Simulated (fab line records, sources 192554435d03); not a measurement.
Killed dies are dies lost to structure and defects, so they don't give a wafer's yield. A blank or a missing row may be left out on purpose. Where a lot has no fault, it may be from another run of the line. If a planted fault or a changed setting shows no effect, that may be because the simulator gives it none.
A struck lot beside a sound one ; flow n5Finfet ; 34 out of 1938 route steps
Sound: these wafers, L165.1, L165.2, L165.4. The struck wafers were L150.1, L150.3, L150.5. The cause comes at the end.
Per side, at each step with rows, come the tool, then ch with its chambers, and then its first start. Under that, the readings that differ: sound wafers ; struck wafers ; difference of the means ; sigmas: that difference in standard deviations of wafers without a fault.
alike: same words and numbers on both sides, and readings whose means sit less than 2 such deviations apart. not compared: any withheld reading, any reading some wafer has no value for, any bound like >300 that may hide the same value, and any number with overlapping values for which the record gives no deviation.
A row with sigmas, a row that says differs or no value, or rows on one side alone: a step with any of these is where the two part. Non-overlapping numbers with no deviation appear without sigmas and do not part them. A reading missing from all wafers of one side parts the sides only when that side holds two or more wafers.

first, 9 steps without rows for these wafers: N5_HKMG_FIN_EXPOSE_46 (exposes mask NDIPOLE); N5_HKMG_FIN_PEB_47 (peb time 60 s); N5_HKMG_FIN_DEVELOP_48 (develop time 30 s); N5_HKMG_FIN_DESCUM_53 (chemistry O2, time 7.9 s); N5_HKMG_FIN_ETCH_54 (etches SiARC in CF4, target depth 45.5 nm, time 75.8 s); N5_HKMG_FIN_ETCH_55 (etches SOC in N2/H2, target depth 240 nm, time 300 s); N5_HKMG_FIN_STRIP_56 (strips in N2/H2); N5_HKMG_FIN_STRIP_57 (strips in CF4); N5_HKMG_FIN_ETCH_58 (etches SOC in N2/H2, target depth 215.8 nm, time 741 s).
N5_HKMG_FIN_STRIP_93: strips SOC in N2/H2, time 20 s.
  sound on rieDiel-01 ch 0,1, day 9 14:41; struck on rieDiel-05 ch 0,1,3, day 5 18:41
  alike: drypumpMotorCurrentA, oesProductAu, rfVppV, showerheadPlenumPTorr, throttleValvePct
  not compared: rfHoursCounterH
then, 21 steps without rows for these wafers: N5_HKMG_FIN_WET_ETCH_76 (etches Al2O3 in dNH4OH, stops on La2O3, target depth 2.25 nm, rinse time 30 s); N5_HKMG_FIN_STRIP_60 (strips in N2/H2, time 360 s); N5_HKMG_FIN_WET_ETCH_77 (etches La2O3 in dHCl, stops on HfO2, target depth 2 nm); N5_HKMG_FIN_WET_ETCH_78 (etches Al2O3 in dNH4OH, stops on La2O3, target depth 4.5 nm, rinse time 30 s); N5_HKMG_FIN_ALD_79 (deposits TiN, target thk 1.5 nm, pulse time 1 s, purge time 3 s); N5_HKMG_FIN_CVD_62 (deposits a-Si from Si2H6, target thk 3 nm, time 20.8 s); N5_HKMG_FIN_RTA_80 (time 2 s); N5_HKMG_FIN_PRECLEAN_64 (cleans in dHF, time 30 s); N5_HKMG_FIN_WET_ETCH_65 (etches a-Si in TMAH, stops on TiN, time 49 s, target depth 3 nm); N5_HKMG_FIN_WET_ETCH_81 (etches TiN in SC1, stops on HfO2, time 57 s, target depth 6 nm); N5_HKMG_FIN_WET_ETCH_82 (etches La2O3 in dHCl, stops on HfO2, target depth 2 nm, rinse time 30 s); N5_HKMG_FIN_ALD_36 (deposits TiN, target thk 1 nm, pulse time 1 s, purge time 3 s); N5_HKMG_FIN_PWFM_ALD_03 (deposits TiN, target thk 2 nm, pulse time 1 s, purge time 3 s); N5_HKMG_FIN_COAT_29 (time 60 s, resist thk 300 nm); N5_HKMG_FIN_COAT_30 (time 60 s, resist thk 35 nm); N5_HKMG_FIN_COAT_06 (resist thk 90 nm); N5_HKMG_FIN_EBR_08; N5_HKMG_FIN_SOFTBAKE_07 (time 60 s); N5_HKMG_FIN_EXPOSE_09 (exposes mask NWFM); N5_HKMG_FIN_PEB_10 (peb time 60 s); N5_HKMG_FIN_DEVELOP_11 (develop time 30 s).
N5_HKMG_FIN_INSPECT_14: inspects for defects (macro).
  sound on defectInspect-02 at day 9 17:25; struck on defectInspect-01 at day 5 21:18
reading;sound;struck;difference;sigmas
rawDefectCount;3 0 1;>300 >300 >300;differs;
then, 1 step without rows for these wafers: N5_HKMG_FIN_DESCUM_17 (chemistry O2, time 7.9 s).
-- record jumps: 8 days separate the struck wafers' starts on either side; left off in module HKMG_FIN, taken up again in module PASSIVATION, whose first shown step is the route's number 1936 --
N5_PASSIVATION_PROBE_49:
  rows exist in the record for the struck wafers here (prober-01, day 14 01:08), but not for the sound ones

WHERE THEY PART
First at N5_HKMG_FIN_INSPECT_14; last, within this record, at N5_PASSIVATION_PROBE_49.

WHY: what the simulator had put in
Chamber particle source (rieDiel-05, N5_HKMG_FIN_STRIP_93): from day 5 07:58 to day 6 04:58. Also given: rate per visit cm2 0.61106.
